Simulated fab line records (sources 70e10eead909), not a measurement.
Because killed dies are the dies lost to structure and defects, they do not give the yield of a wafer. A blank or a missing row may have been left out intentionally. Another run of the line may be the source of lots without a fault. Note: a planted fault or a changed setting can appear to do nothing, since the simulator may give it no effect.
Chamber matching + flow nand_harc + ald_hk-03 running NHARC_A_CHANNEL_FILL_D1_ALD_02: 4 sister chambers
The step deposits SiO2, target thk 6 nm, pulse time 10 s, ald cycles 60. 8 wafers are shown with their chamber, then 8 later ones without.

WAFERS PAIRED WITH THEIR CHAMBERS
| wafer  | chamber | heater_power_w (W) | precursor_pulse_height_rel |
|--------|---------|--------------------|----------------------------|
| L078.1 | 2       | 540                | 1.018                      |
| L080.2 | 2       | 538                | 0.967                      |
| L080.4 | 1       | 532                | 0.995                      |
| L081.2 | 1       | 545                | 0.990                      |
| L081.4 | 0       | 484                | 0.965                      |
| L084.3 | 0       | 472                | 0.969                      |
| L084.6 | 3       | 414                | 1.011                      |
| L087.1 | 3       | 418                | 0.987                      |

WAFERS WITHOUT THEIR CHAMBER
| wafer  | heater_power_w (W) | precursor_pulse_height_rel |
|--------|--------------------|----------------------------|
| L087.5 | 403                | 0.982                      |
| L087.6 | 482                | 0.989                      |
| L089.1 | 476                | 0.988                      |
| L089.5 | 412                | 0.972                      |
| L089.6 | 541                | 1.033                      |
| L096.2 | 489                | 1.000                      |
| L096.4 | 548                | 1.045                      |
| L096.6 | 537                | 0.981                      |

WHICH CHAMBER EACH WENT THROUGH
| wafer  | from the rows above     | in truth |
|--------|-------------------------|----------|
| L087.5 | 3                       | 3        |
| L087.6 | 0                       | 0        |
| L089.1 | 0                       | 0        |
| L089.5 | 3                       | 3        |
| L089.6 | can't be placed: 2 or 1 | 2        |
| L096.2 | 0                       | 0        |
| L096.4 | can't be placed: 2 or 1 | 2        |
| L096.6 | can't be placed: 1 or 2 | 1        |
Correct placement for 5 of the 8. Cannot be placed on the basis of these rows: 3; the candidates contain the true chamber in 3. Number placed wrongly: 0.
How it was worked out, from the rows above alone: a wafer's distance from a chamber is the root of the sum, over the readings, of the square of ((its reading less the chamber's mean) divided by the reading's scatter). If the next closest chamber is less than 2 further off than the closest, the wafer can't be placed; otherwise it belongs to the closest. The mean given for a chamber averages the wafers shown for that chamber. The scatter: take each reading less its chamber's mean, square it, sum over the shown wafers, divide by the number of wafers less the number of chambers, and take the root.
